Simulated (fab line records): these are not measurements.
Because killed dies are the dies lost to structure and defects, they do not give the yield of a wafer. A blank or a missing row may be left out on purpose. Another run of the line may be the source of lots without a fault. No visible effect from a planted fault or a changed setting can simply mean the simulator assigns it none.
Split-lot study / flow n5Finfet / 7 lots, 39 wafers read, on a route of 1938 steps

## ABOUT THE SPLIT
At N5_BEOL_M9_ETCH_66 (etches SOC in N2/H2, target depth 80 nm, overetch 16 nm, time 120 s), the setting timeS was moved away from the recipe's 120 s on 9 of the 39 wafers read, by -46.5% to +19.4%. All remaining wafers had this setting at the recipe value.

The reading is taken at the split's own step.

## THE READING
SiARC_of_BEOL_M9_COAT_64.thkNm (the simulator's own value, which no gauge read), in nm, at N5_BEOL_M9_ETCH_66 (etches SOC in N2/H2, target depth 80 nm, overetch 16 nm, time 120 s). No usual value for it is given in the file. Here, 30 wafers ran the recipe; their average is 6.4 nm with a standard deviation of 0.23 nm.

wafer=L076.1; tool, chamber at the split=rieDiel-03, 2,3,1,1; timeS as run, s=120; against the recipe=recipe; SiARC_of_BEOL_M9_COAT_64.thkNm, nm=6.4; against lot-mates on the recipe=-
wafer=L076.2; tool, chamber at the split=rieDiel-03, 2,3,1,1; timeS as run, s=120; against the recipe=recipe; SiARC_of_BEOL_M9_COAT_64.thkNm, nm=6.4; against lot-mates on the recipe=-
wafer=L076.4; tool, chamber at the split=rieDiel-03, 2,3,1,1; timeS as run, s=120; against the recipe=recipe; SiARC_of_BEOL_M9_COAT_64.thkNm, nm=6.4; against lot-mates on the recipe=-
wafer=L076.5; tool, chamber at the split=rieDiel-03, 2,3,1,1; timeS as run, s=120; against the recipe=recipe; SiARC_of_BEOL_M9_COAT_64.thkNm, nm=6.4; against lot-mates on the recipe=-
wafer=L076.3; tool, chamber at the split=rieDiel-03, 0; timeS as run, s=120; against the recipe=recipe; SiARC_of_BEOL_M9_COAT_64.thkNm, nm=6.6; against lot-mates on the recipe=-
wafer=L076.6; tool, chamber at the split=rieDiel-03, 0; timeS as run, s=120; against the recipe=recipe; SiARC_of_BEOL_M9_COAT_64.thkNm, nm=6.6; against lot-mates on the recipe=-
wafer=L079.2; tool, chamber at the split=rieDiel-03, 1; timeS as run, s=120; against the recipe=recipe; SiARC_of_BEOL_M9_COAT_64.thkNm, nm=6.2; against lot-mates on the recipe=-
wafer=L079.4; tool, chamber at the split=rieDiel-03, 3,1; timeS as run, s=120; against the recipe=recipe; SiARC_of_BEOL_M9_COAT_64.thkNm, nm=6.4; against lot-mates on the recipe=-
wafer=L079.6; tool, chamber at the split=rieDiel-03, 3,1; timeS as run, s=120; against the recipe=recipe; SiARC_of_BEOL_M9_COAT_64.thkNm, nm=6.4; against lot-mates on the recipe=-
wafer=L084.1; tool, chamber at the split=rieDiel-06, 3,0; timeS as run, s=120; against the recipe=recipe; SiARC_of_BEOL_M9_COAT_64.thkNm, nm=6.6; against lot-mates on the recipe=-
wafer=L084.3; tool, chamber at the split=rieDiel-06, 3,0; timeS as run, s=120; against the recipe=recipe; SiARC_of_BEOL_M9_COAT_64.thkNm, nm=6.6; against lot-mates on the recipe=-
wafer=L084.2; tool, chamber at the split=rieDiel-06, 2,3,0; timeS as run, s=143.3; against the recipe=+19.4%; SiARC_of_BEOL_M9_COAT_64.thkNm, nm=5.6; against lot-mates on the recipe=-0.9
wafer=L084.5; tool, chamber at the split=rieDiel-06, 2,3,0; timeS as run, s=143.3; against the recipe=+19.4%; SiARC_of_BEOL_M9_COAT_64.thkNm, nm=5.6; against lot-mates on the recipe=-0.9
wafer=L084.6; tool, chamber at the split=rieDiel-06, 2,3,0; timeS as run, s=143.3; against the recipe=+19.4%; SiARC_of_BEOL_M9_COAT_64.thkNm, nm=5.6; against lot-mates on the recipe=-0.9
wafer=L084.4; tool, chamber at the split=rieDiel-06, 1; timeS as run, s=120; against the recipe=recipe; SiARC_of_BEOL_M9_COAT_64.thkNm, nm=6.2; against lot-mates on the recipe=-
wafer=L087.1; tool, chamber at the split=rieDiel-02, 1; timeS as run, s=74.23; against the recipe=-38.1%; SiARC_of_BEOL_M9_COAT_64.thkNm, nm=8.2; against lot-mates on the recipe=+2.1
wafer=L087.2; tool, chamber at the split=rieDiel-02, 2; timeS as run, s=120; against the recipe=recipe; SiARC_of_BEOL_M9_COAT_64.thkNm, nm=6.2; against lot-mates on the recipe=-
wafer=L087.5; tool, chamber at the split=rieDiel-02, 2; timeS as run, s=120; against the recipe=recipe; SiARC_of_BEOL_M9_COAT_64.thkNm, nm=6.2; against lot-mates on the recipe=-
wafer=L087.3; tool, chamber at the split=rieDiel-02, 0,3; timeS as run, s=74.23; against the recipe=-38.1%; SiARC_of_BEOL_M9_COAT_64.thkNm, nm=8.8; against lot-mates on the recipe=+2.7
wafer=L087.4; tool, chamber at the split=rieDiel-02, 0,3; timeS as run, s=74.23; against the recipe=-38.1%; SiARC_of_BEOL_M9_COAT_64.thkNm, nm=8.8; against lot-mates on the recipe=+2.7
wafer=L087.6; tool, chamber at the split=rieDiel-02, 1; timeS as run, s=120; against the recipe=recipe; SiARC_of_BEOL_M9_COAT_64.thkNm, nm=5.8; against lot-mates on the recipe=-
wafer=L092.1; tool, chamber at the split=rieDiel-03, 1,2,3,3; timeS as run, s=120; against the recipe=recipe; SiARC_of_BEOL_M9_COAT_64.thkNm, nm=6.4; against lot-mates on the recipe=-
wafer=L092.2; tool, chamber at the split=rieDiel-03, 1,2,3,3; timeS as run, s=120; against the recipe=recipe; SiARC_of_BEOL_M9_COAT_64.thkNm, nm=6.4; against lot-mates on the recipe=-
wafer=L092.3; tool, chamber at the split=rieDiel-03, 1,2,3,3; timeS as run, s=120; against the recipe=recipe; SiARC_of_BEOL_M9_COAT_64.thkNm, nm=6.4; against lot-mates on the recipe=-
wafer=L092.6; tool, chamber at the split=rieDiel-03, 1,2,3,3; timeS as run, s=120; against the recipe=recipe; SiARC_of_BEOL_M9_COAT_64.thkNm, nm=6.4; against lot-mates on the recipe=-
wafer=L092.4; tool, chamber at the split=rieDiel-03, 0; timeS as run, s=120; against the recipe=recipe; SiARC_of_BEOL_M9_COAT_64.thkNm, nm=6.6; against lot-mates on the recipe=-
wafer=L092.5; tool, chamber at the split=rieDiel-03, 2; timeS as run, s=120; against the recipe=recipe; SiARC_of_BEOL_M9_COAT_64.thkNm, nm=6.2; against lot-mates on the recipe=-
wafer=L090.1; tool, chamber at the split=rieDiel-06, 0,3,3,0; timeS as run, s=120; against the recipe=recipe; SiARC_of_BEOL_M9_COAT_64.thkNm, nm=6.6; against lot-mates on the recipe=-
wafer=L090.2; tool, chamber at the split=rieDiel-06, 0,3,3,0; timeS as run, s=120; against the recipe=recipe; SiARC_of_BEOL_M9_COAT_64.thkNm, nm=6.6; against lot-mates on the recipe=-
wafer=L090.5; tool, chamber at the split=rieDiel-06, 0,3,3,0; timeS as run, s=120; against the recipe=recipe; SiARC_of_BEOL_M9_COAT_64.thkNm, nm=6.6; against lot-mates on the recipe=-
wafer=L090.6; tool, chamber at the split=rieDiel-06, 0,3,3,0; timeS as run, s=120; against the recipe=recipe; SiARC_of_BEOL_M9_COAT_64.thkNm, nm=6.6; against lot-mates on the recipe=-
wafer=L090.3; tool, chamber at the split=rieDiel-06, 1; timeS as run, s=120; against the recipe=recipe; SiARC_of_BEOL_M9_COAT_64.thkNm, nm=6.2; against lot-mates on the recipe=-
wafer=L090.4; tool, chamber at the split=rieDiel-06, 1; timeS as run, s=120; against the recipe=recipe; SiARC_of_BEOL_M9_COAT_64.thkNm, nm=6.2; against lot-mates on the recipe=-
wafer=L095.1; tool, chamber at the split=rieDiel-02, 1; timeS as run, s=120; against the recipe=recipe; SiARC_of_BEOL_M9_COAT_64.thkNm, nm=5.8; against lot-mates on the recipe=-
wafer=L095.2; tool, chamber at the split=rieDiel-02, 0; timeS as run, s=120; against the recipe=recipe; SiARC_of_BEOL_M9_COAT_64.thkNm, nm=6.8; against lot-mates on the recipe=-
wafer=L095.3; tool, chamber at the split=rieDiel-02, 3; timeS as run, s=64.15; against the recipe=-46.5%; SiARC_of_BEOL_M9_COAT_64.thkNm, nm=9.2; against lot-mates on the recipe=+2.8
wafer=L095.6; tool, chamber at the split=rieDiel-02, 3; timeS as run, s=64.15; against the recipe=-46.5%; SiARC_of_BEOL_M9_COAT_64.thkNm, nm=9.2; against lot-mates on the recipe=+2.8
wafer=L095.4; tool, chamber at the split=rieDiel-02, 1; timeS as run, s=64.15; against the recipe=-46.5%; SiARC_of_BEOL_M9_COAT_64.thkNm, nm=8.8; against lot-mates on the recipe=+2.4
wafer=L095.5; tool, chamber at the split=rieDiel-02, 0; timeS as run, s=120; against the recipe=recipe; SiARC_of_BEOL_M9_COAT_64.thkNm, nm=6.6; against lot-mates on the recipe=-
Where a row lists several chambers, the file gives one row for several wafers and doesn't say which wafer went through which chamber.

THE FIT
A straight line over all 39 wafers: SiARC_of_BEOL_M9_COAT_64.thkNm changes by -0.0554 nm for each +1% of timeS; r = -0.97; the points scatter about the line by 0.24 nm.
The same after taking each lot's own level away (the mean of its wafers on the recipe; 39 wafers): -0.0588 nm for each +1%; r = -0.98; scatter 0.23 nm.
On that fit, the largest move of timeS shifts the reading by 2.7 nm.
Measured against the standard deviation above, the lots' own levels, which go from 6.07 to 6.47 nm, span 1.8 times it.
The two slopes are in agreement: the lot-to-lot level therefore moves the slope only a little.
Check: +2.77 nm against its lot-mates is what the line predicts for one of the wafers moved furthest among these (-46.5%) when that wafer is left out of the fit. Against them it came out at +2.8 nm.

## FURTHER SPLITS ON THESE WAFERS
Note: prior to the reading, these wafers also went through further splits. Each is held against what the fit with the lots' levels taken away leaves over:
other split on the same wafers=N5_PMOS_HMC_CHANNEL_EPI_HM_DEP_34 timeS; wafers away from the commonest value=15; r with SiARC_of_BEOL_M9_COAT_64.thkNm (lot level and that fit taken away)=-0.05
other split on the same wafers=N5_SD_EPI_P_EPI_21 epiGrowthTimeS; wafers away from the commonest value=18; r with SiARC_of_BEOL_M9_COAT_64.thkNm (lot level and that fit taken away)=+0.07
other split on the same wafers=N5_MOL_CONTACT_COAG_ALD_27 timeS; wafers away from the commonest value=15; r with SiARC_of_BEOL_M9_COAT_64.thkNm (lot level and that fit taken away)=-0.34
other split on the same wafers=N5_BEOL_M7_DESCUM_33 timeS; wafers away from the commonest value=15; r with SiARC_of_BEOL_M9_COAT_64.thkNm (lot level and that fit taken away)=+0.32

## FILE'S OWN FIT
SiARC_of_BEOL_M9_COAT_64.thkNm changes by -0.0594 nm for each +1% of timeS, r = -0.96.
